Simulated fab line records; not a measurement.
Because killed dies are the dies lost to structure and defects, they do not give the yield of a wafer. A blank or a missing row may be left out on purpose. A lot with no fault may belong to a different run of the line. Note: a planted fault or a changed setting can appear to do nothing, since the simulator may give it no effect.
Chamber matching -- flow n5Finfet -- N5_BEOL_M9_CURE_71 on uvCure-03 has 3 sister chambers
The step cures SiCOH lowk, time 240 s. 14 wafers are shown with their chamber, then 7 later ones without.

## EACH WAFER AND ITS CHAMBER
wafer,chamber,wafer_temp_C_max,lampPowerPct (%)
L075.1,2,387.4,52.33
L075.2,2,386.7,52.30
L075.6,2,387.3,52.26
L076.3,1,387.8,52.28
L076.4,1,388.1,52.37
L076.5,1,387.6,52.31
L077.2,0,386.7,52.32
L077.3,0,387.5,52.38
L077.6,0,386.6,52.30
L079.3,0,387.4,52.29
L079.4,0,386.9,52.28
L079.6,0,387.8,52.26
L085.3,2,387.9,52.33
L085.4,2,387.4,52.27

SIGNATURES (averages over the wafers above)
reading,chamber 0,chamber 1,chamber 2,scatter within a chamber
wafer_temp_C_max,387.150,387.833,387.340,0.43
lampPowerPct,52.3050,52.3200,52.2980,0.0396
Rule: for a wafer and a chamber, the distance is found by dividing, reading by reading, the gap between the wafer's reading and the chamber's mean by the reading's scatter, squaring, summing and taking the root. The wafer belongs to the nearest chamber; if the next one is less than 2 further off, it can't be placed. The scatter: take each reading less its chamber's mean, square it, sum over the shown wafers, divide by the number of wafers less the number of chambers, and take the root.

## WAFERS WITHOUT THEIR CHAMBER
wafer,wafer_temp_C_max,lampPowerPct (%)
L085.6,386.6,52.34
L086.1,386.8,52.34
L086.4,387.3,52.32
L086.5,387.0,52.34
L091.1,388.9,52.29
L091.3,387.3,52.29
L091.6,387.4,52.36

## WHICH CHAMBER EACH WENT THROUGH
wafer,from the rows above,in truth
L085.6,can't be placed: 0 or 2 or 1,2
L086.1,can't be placed: 0 or 2 or 1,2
L086.4,can't be placed: 0 or 2 or 1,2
L086.5,can't be placed: 0 or 2 or 1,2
L091.1,can't be placed: 1 or 2 or 0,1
L091.3,can't be placed: 2 or 0 or 1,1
L091.6,can't be placed: 1 or 0 or 2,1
Correct placement for 0 of the 7. Cannot be placed on the basis of these rows: 7; the candidates contain the true chamber in 7. 0 placed wrongly.
